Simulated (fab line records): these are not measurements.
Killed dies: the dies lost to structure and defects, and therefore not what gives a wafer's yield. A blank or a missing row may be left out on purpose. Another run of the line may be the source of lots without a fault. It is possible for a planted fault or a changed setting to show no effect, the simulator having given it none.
Comparing a struck lot with a sound one    flow nand-harc    14 steps out of a route of 1302
Sound: these wafers, L440.3, L440.4, L440.6. Struck: wafer L449.4. (L449.2 of the same lot was not struck and is left out.) The cause comes at the end.
Order at every step that has rows: each side's tool, ch and its chambers, its first start. Under that, the readings that differ: sound wafers    struck wafers    difference of the means    sigmas: that difference in standard deviations of wafers without a fault.
alike: words and numbers the same on both sides, and readings whose means are apart by under 2 such deviations; not compared: readings that were withheld, readings missing a value for some wafer, numbers with overlapping values and no deviation given by the record, and bounds like >300 which may hide the same value.
Wherever a step has rows on one side only, a row that says differs or no value, or a row with sigmas, the two part there. When numbers do not overlap yet have no deviation, they are printed without sigmas and do not part them. A reading that every wafer of one side lacks parts them only if that side has two wafers or more.

first, 2 steps without rows for these wafers: NHARC_A_CONTACT_STRIP_100 (strips in CF4/CHF3); NHARC_A_CONTACT_STRIP_101 (strips in O2/COS).
NHARC_A_CONTACT_ETCH_102: etches the open film in CF4/O2, target depth 100 nm, overetch 10 nm, time 55 s.
  sound on rie-diel-05 ch 0,1,2, day 23 11:48; struck on rie-diel-05 ch 1, day 27 15:19
  alike: drypump-motor-current-A, mfc-ar-sccm, oes-product-au, rf-vpp-V, showerhead-plenum-p-Torr, throttle-valve-pct
  not compared: rf-hours-counter-h
NHARC_A_CONTACT_STRIP_55: strips in O2.
  sound on rie-diel-05 ch 0,3; struck on rie-diel-05 ch 1
reading                sound              struck  difference  sigmas
oes-product-au (a.u.)  0.999 1.022 1.016  0.984   -0.028      -3
  alike: drypump-motor-current-A, mfc-ar-sccm, rf-vpp-V, showerhead-plenum-p-Torr, throttle-valve-pct
  not compared: rf-hours-counter-h
then, 1 step without rows for these wafers: NHARC_A_CONTACT_STRIP_56 (strips in post etch residue remover, time 600 s).
NHARC_A_CONTACT_DEP_57: deposits aC, target thk 5300 nm.
  sound on acl-dep-02 ch 0, day 23 13:32; struck on acl-dep-01 ch 0, day 27 20:47
  alike: throttle-valve-pct
NHARC_A_CONTACT_DEP_58: deposits SiON, target thk 90 nm.
  sound on pecvd-01 ch 0,1,2, day 23 15:42; struck on pecvd-04 ch 0, day 27 22:29
  alike: heater-power-w
then, 5 steps without rows for these wafers: NHARC_A_CONTACT_DEHYDRATE_59 (time 120 s); NHARC_A_CONTACT_HMDS_60 (time 30 s); NHARC_A_CONTACT_COAT_61 (time 75 s); NHARC_A_CONTACT_COAT_62 (time 65 s); NHARC_A_CONTACT_COAT_63 (resist thk 90 nm).
NHARC_A_CONTACT_SOFTBAKE_64: time 55 s.
  sound on litho-track-06 ch 0, day 23 15:00; struck on litho-track-06 ch 0, day 27 22:00
reading                   sound                 struck  difference  sigmas
heater-power-total-W (W)  188.32 188.45 188.29  323.28  +134.93     +99 or more
following that, these wafers have no rows for 1 step: NHARC_A_CONTACT_EBR_65.

WHERE THEY PART
Earliest at NHARC_A_CONTACT_STRIP_55; latest, in this record, at NHARC_A_CONTACT_SOFTBAKE_64.

WHY: what the simulator had put in
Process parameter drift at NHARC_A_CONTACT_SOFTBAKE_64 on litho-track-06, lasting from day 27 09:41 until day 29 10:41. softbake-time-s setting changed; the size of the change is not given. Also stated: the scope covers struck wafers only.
